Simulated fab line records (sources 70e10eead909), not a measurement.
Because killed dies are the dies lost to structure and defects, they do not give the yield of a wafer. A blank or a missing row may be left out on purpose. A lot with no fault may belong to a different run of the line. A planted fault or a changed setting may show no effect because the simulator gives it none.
Chamber matching || flow nand harc || 4 sister chambers for NHARC_P_CONTACT_DESCUM_17 on rie diel-03
The step chemistry O2, time 3 s. 33 wafers are shown with their chamber, then 12 later ones without.

## WAFERS PAIRED WITH THEIR CHAMBERS
{"wafer": "L074.1", "chamber": 2, "showerhead plenum p Torr (Torr)": 1.78, "drypump motor current A (A)": 5.8, "rf vpp V (V)": 56.2}
{"wafer": "L074.5", "chamber": 2, "showerhead plenum p Torr (Torr)": 1.78, "drypump motor current A (A)": 5.8, "rf vpp V (V)": 58.5}
{"wafer": "L074.6", "chamber": 1, "showerhead plenum p Torr (Torr)": 1.93, "drypump motor current A (A)": 4.7, "rf vpp V (V)": 56.9}
{"wafer": "L075.1", "chamber": 1, "showerhead plenum p Torr (Torr)": 1.93, "drypump motor current A (A)": 4.7, "rf vpp V (V)": 57.8}
{"wafer": "L075.2", "chamber": 0, "showerhead plenum p Torr (Torr)": 1.98, "drypump motor current A (A)": 4.8, "rf vpp V (V)": 57.6}
{"wafer": "L075.4", "chamber": 2, "showerhead plenum p Torr (Torr)": 1.78, "drypump motor current A (A)": 5.8, "rf vpp V (V)": 55.7}
{"wafer": "L076.2", "chamber": 1, "showerhead plenum p Torr (Torr)": 1.93, "drypump motor current A (A)": 4.6, "rf vpp V (V)": 58.3}
{"wafer": "L076.4", "chamber": 2, "showerhead plenum p Torr (Torr)": 1.78, "drypump motor current A (A)": 5.8, "rf vpp V (V)": 58.1}
{"wafer": "L076.6", "chamber": 2, "showerhead plenum p Torr (Torr)": 1.78, "drypump motor current A (A)": 5.8, "rf vpp V (V)": 57.5}
{"wafer": "L078.1", "chamber": 0, "showerhead plenum p Torr (Torr)": 1.98, "drypump motor current A (A)": 4.8, "rf vpp V (V)": 58.2}
{"wafer": "L078.2", "chamber": 3, "showerhead plenum p Torr (Torr)": 1.78, "drypump motor current A (A)": 5.6, "rf vpp V (V)": 56.7}
{"wafer": "L078.6", "chamber": 1, "showerhead plenum p Torr (Torr)": 1.93, "drypump motor current A (A)": 4.7, "rf vpp V (V)": 57.5}
{"wafer": "L080.2", "chamber": 0, "showerhead plenum p Torr (Torr)": 1.98, "drypump motor current A (A)": 4.9, "rf vpp V (V)": 57.5}
{"wafer": "L080.5", "chamber": 2, "showerhead plenum p Torr (Torr)": 1.78, "drypump motor current A (A)": 5.8, "rf vpp V (V)": 56.9}
{"wafer": "L080.6", "chamber": 3, "showerhead plenum p Torr (Torr)": 1.78, "drypump motor current A (A)": 5.5, "rf vpp V (V)": 58.3}
{"wafer": "L083.4", "chamber": 0, "showerhead plenum p Torr (Torr)": 1.98, "drypump motor current A (A)": 4.9, "rf vpp V (V)": 60.4}
{"wafer": "L083.5", "chamber": 0, "showerhead plenum p Torr (Torr)": 1.98, "drypump motor current A (A)": 4.8, "rf vpp V (V)": 56.8}
{"wafer": "L083.6", "chamber": 1, "showerhead plenum p Torr (Torr)": 1.93, "drypump motor current A (A)": 4.7, "rf vpp V (V)": 57.4}
{"wafer": "L087.1", "chamber": 2, "showerhead plenum p Torr (Torr)": 1.78, "drypump motor current A (A)": 5.8, "rf vpp V (V)": 57.0}
{"wafer": "L087.4", "chamber": 1, "showerhead plenum p Torr (Torr)": 1.92, "drypump motor current A (A)": 4.6, "rf vpp V (V)": 58.0}
{"wafer": "L087.6", "chamber": 1, "showerhead plenum p Torr (Torr)": 1.92, "drypump motor current A (A)": 4.6, "rf vpp V (V)": 58.3}
{"wafer": "L089.3", "chamber": 3, "showerhead plenum p Torr (Torr)": 1.78, "drypump motor current A (A)": 5.6, "rf vpp V (V)": 57.1}
{"wafer": "L089.4", "chamber": 1, "showerhead plenum p Torr (Torr)": 1.92, "drypump motor current A (A)": 4.6, "rf vpp V (V)": 56.6}
{"wafer": "L089.6", "chamber": 2, "showerhead plenum p Torr (Torr)": 1.78, "drypump motor current A (A)": 5.8, "rf vpp V (V)": 57.8}
{"wafer": "L088.3", "chamber": 1, "showerhead plenum p Torr (Torr)": 1.92, "drypump motor current A (A)": 4.6, "rf vpp V (V)": 58.0}
{"wafer": "L088.4", "chamber": 3, "showerhead plenum p Torr (Torr)": 1.78, "drypump motor current A (A)": 5.6, "rf vpp V (V)": 57.5}
{"wafer": "L088.5", "chamber": 0, "showerhead plenum p Torr (Torr)": 1.98, "drypump motor current A (A)": 4.8, "rf vpp V (V)": 58.8}
{"wafer": "L090.1", "chamber": 2, "showerhead plenum p Torr (Torr)": 1.78, "drypump motor current A (A)": 5.8, "rf vpp V (V)": 56.8}
{"wafer": "L090.5", "chamber": 0, "showerhead plenum p Torr (Torr)": 1.98, "drypump motor current A (A)": 4.8, "rf vpp V (V)": 57.2}
{"wafer": "L090.6", "chamber": 3, "showerhead plenum p Torr (Torr)": 1.78, "drypump motor current A (A)": 5.5, "rf vpp V (V)": 56.6}
{"wafer": "L091.1", "chamber": 3, "showerhead plenum p Torr (Torr)": 1.78, "drypump motor current A (A)": 5.5, "rf vpp V (V)": 57.3}
{"wafer": "L091.3", "chamber": 2, "showerhead plenum p Torr (Torr)": 1.78, "drypump motor current A (A)": 5.8, "rf vpp V (V)": 56.5}
{"wafer": "L091.6", "chamber": 2, "showerhead plenum p Torr (Torr)": 1.78, "drypump motor current A (A)": 5.8, "rf vpp V (V)": 56.7}

SIGNATURES (averages over the wafers above)
{"reading": "showerhead plenum p Torr", "chamber 0": 1.9800, "chamber 1": 1.9256, "chamber 2": 1.7800, "chamber 3": 1.7800, "scatter within a chamber": 0.00277}
{"reading": "drypump motor current A", "chamber 0": 4.829, "chamber 1": 4.644, "chamber 2": 5.800, "chamber 3": 5.550, "scatter within a chamber": 0.0421}
{"reading": "rf vpp V", "chamber 0": 58.071, "chamber 1": 57.644, "chamber 2": 57.064, "chamber 3": 57.250, "scatter within a chamber": 0.845}
Rule: for each reading, subtract the chamber's mean from the wafer's reading, divide by that reading's scatter and square the result; add these up over the readings and take the root, which gives the wafer's distance from the chamber. If the next closest chamber is less than 2 further off than the closest, the wafer can't be placed; otherwise it belongs to the closest. The scatter is the square root of a quotient: the sum, over the shown wafers, of each reading's squared deviation from its chamber's mean, divided by wafers minus chambers.

## WAFERS WITH NO CHAMBER GIVEN
{"wafer": "L093.1", "showerhead plenum p Torr (Torr)": 1.92, "drypump motor current A (A)": 4.7, "rf vpp V (V)": 59.3}
{"wafer": "L093.2", "showerhead plenum p Torr (Torr)": 1.98, "drypump motor current A (A)": 4.8, "rf vpp V (V)": 57.6}
{"wafer": "L093.4", "showerhead plenum p Torr (Torr)": 1.78, "drypump motor current A (A)": 5.6, "rf vpp V (V)": 55.5}
{"wafer": "L092.1", "showerhead plenum p Torr (Torr)": 1.78, "drypump motor current A (A)": 5.6, "rf vpp V (V)": 56.7}
{"wafer": "L092.5", "showerhead plenum p Torr (Torr)": 1.92, "drypump motor current A (A)": 4.6, "rf vpp V (V)": 57.4}
{"wafer": "L092.6", "showerhead plenum p Torr (Torr)": 1.98, "drypump motor current A (A)": 4.8, "rf vpp V (V)": 57.4}
{"wafer": "L094.2", "showerhead plenum p Torr (Torr)": 1.92, "drypump motor current A (A)": 4.6, "rf vpp V (V)": 57.4}
{"wafer": "L094.3", "showerhead plenum p Torr (Torr)": 1.78, "drypump motor current A (A)": 5.6, "rf vpp V (V)": 57.3}
{"wafer": "L094.6", "showerhead plenum p Torr (Torr)": 1.78, "drypump motor current A (A)": 5.8, "rf vpp V (V)": 57.8}
{"wafer": "L097.3", "showerhead plenum p Torr (Torr)": 1.92, "drypump motor current A (A)": 4.7, "rf vpp V (V)": 57.8}
{"wafer": "L097.5", "showerhead plenum p Torr (Torr)": 1.78, "drypump motor current A (A)": 5.8, "rf vpp V (V)": 58.1}
{"wafer": "L097.6", "showerhead plenum p Torr (Torr)": 1.92, "drypump motor current A (A)": 4.6, "rf vpp V (V)": 57.2}

## EACH ONE'S CHAMBER
{"wafer": "L093.1", "from the rows above": 1, "in truth": 1}
{"wafer": "L093.2", "from the rows above": 0, "in truth": 0}
{"wafer": "L093.4", "from the rows above": 3, "in truth": 3}
{"wafer": "L092.1", "from the rows above": 3, "in truth": 3}
{"wafer": "L092.5", "from the rows above": 1, "in truth": 1}
{"wafer": "L092.6", "from the rows above": 0, "in truth": 0}
{"wafer": "L094.2", "from the rows above": 1, "in truth": 1}
{"wafer": "L094.3", "from the rows above": 3, "in truth": 3}
{"wafer": "L094.6", "from the rows above": 2, "in truth": 2}
{"wafer": "L097.3", "from the rows above": 1, "in truth": 1}
{"wafer": "L097.5", "from the rows above": 2, "in truth": 2}
{"wafer": "L097.6", "from the rows above": 1, "in truth": 1}
12 of 12 placed correctly. Not placeable from these rows: 0. 0 placed wrongly.
